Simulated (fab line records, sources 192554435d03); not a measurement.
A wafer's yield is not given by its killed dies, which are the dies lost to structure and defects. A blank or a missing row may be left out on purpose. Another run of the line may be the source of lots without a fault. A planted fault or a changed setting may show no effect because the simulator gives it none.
What tool caused it? | flow n5-finfet | 11 lots with 33 wafers sampled at 3 steps, on a route of 1938 steps

== WHAT THE GAUGES READ, wafer by wafer ==
N5_BEOL_M11_CD_MEAS_18: pitch 140 nm, target cd 70 nm.
lot  | measured     | on        | cd-nm (nm)
L103 | day 11 02:32 | cd-sem-03 | 70.6 70.9 70.7
L105 | day 11 14:12 | cd-sem-01 | 69.8 69.6 69.9
L104 | day 11 14:22 | cd-sem-01 | 69.8 68.9 68.6
L110 | day 12 20:52 | cd-sem-01 | 69.2 69.9 70.1
L113 | day 13 02:05 | cd-sem-03 | 69.6 69.9 69.0
L115 | day 14 09:29 | cd-sem-03 | 68.8 68.3 69.7
L119 | day 14 17:29 | cd-sem-02 | 70.0 71.4 71.0
L118 | day 15 03:19 | cd-sem-01 | 70.5 70.7 68.9
L124 | day 16 01:41 | cd-sem-02 | 68.9 69.5 68.9
L123 | day 16 01:59 | cd-sem-01 | 69.0 70.2 68.5
L126 | day 17 11:40 | cd-sem-03 | 70.0 71.4 71.1

== WHAT TOOL EACH LOT RAN ON (gives the tool, then ch and the chambers of the sampled wafers, and finally the start) ==
lot  | N5_BEOL_M11_DESCUM_16              | N5_BEOL_M11_HM_OPEN_17
L103 | rie-diel-03 ch 1,2,3, day 11 01:59 | rie-metal-02 ch 1, day 11 02:18
L105 | rie-diel-04 ch 0,1,2, day 11 13:44 | rie-metal-02 ch 0,1, day 11 14:02
L104 | rie-diel-02 ch 1,2, day 11 13:53   | rie-metal-01 ch 0,1, day 11 14:09
L110 | rie-diel-04 ch 0,2, day 12 20:25   | rie-metal-03 ch 0,1, day 12 20:41
L113 | rie-diel-04 ch 0,2, day 13 01:38   | rie-metal-01 ch 0,1, day 13 01:55
L115 | rie-diel-04 ch 1,2, day 14 08:58   | rie-metal-01 ch 0,1, day 14 09:16
L119 | rie-diel-02 ch 0,1,2, day 14 17:02 | rie-metal-02 ch 0,1, day 14 17:19
L118 | rie-diel-03 ch 1,2,3, day 15 02:52 | rie-metal-03 ch 0,1, day 15 03:08
L124 | rie-diel-02 ch 0,1, day 16 01:14   | rie-metal-03 ch 0,1, day 16 01:32
L123 | rie-diel-02 ch 0,1, day 16 01:31   | rie-metal-01 ch 0,1, day 16 01:50
L126 | rie-diel-04 ch 1,2, day 17 11:13   | rie-metal-03 ch 0,1, day 17 11:29
- N5_BEOL_M11_DESCUM_16: chemistry O2, time 7.9 s.
- N5_BEOL_M11_HM_OPEN_17: chemistry Cl2/BCl3, target TiN, target depth 20 nm, overetch 6 nm.

== THE ANSWER, worked out from the rows above alone ==
Rule: the lots themselves supply what counts as usual. Put in order of their means at a reading, lots are off if they are a third of the lots or fewer, leave a main group of 4 or more, and stand apart from it by a gap of 3 or more times the standard deviation of the main group's means; of several such gaps the widest counts. The tables above print the reading to a certain number of digits; a main group whose means all agree to those digits is not used. A lot without any number at a reading at which 4 lots or more have one is off too. Where the step has rows for the other lots, those lots are counted as sound.
No lot is off on any of the readings shown, so nothing can be concluded from this.

== WHAT THE SIMULATOR PUT IN ==
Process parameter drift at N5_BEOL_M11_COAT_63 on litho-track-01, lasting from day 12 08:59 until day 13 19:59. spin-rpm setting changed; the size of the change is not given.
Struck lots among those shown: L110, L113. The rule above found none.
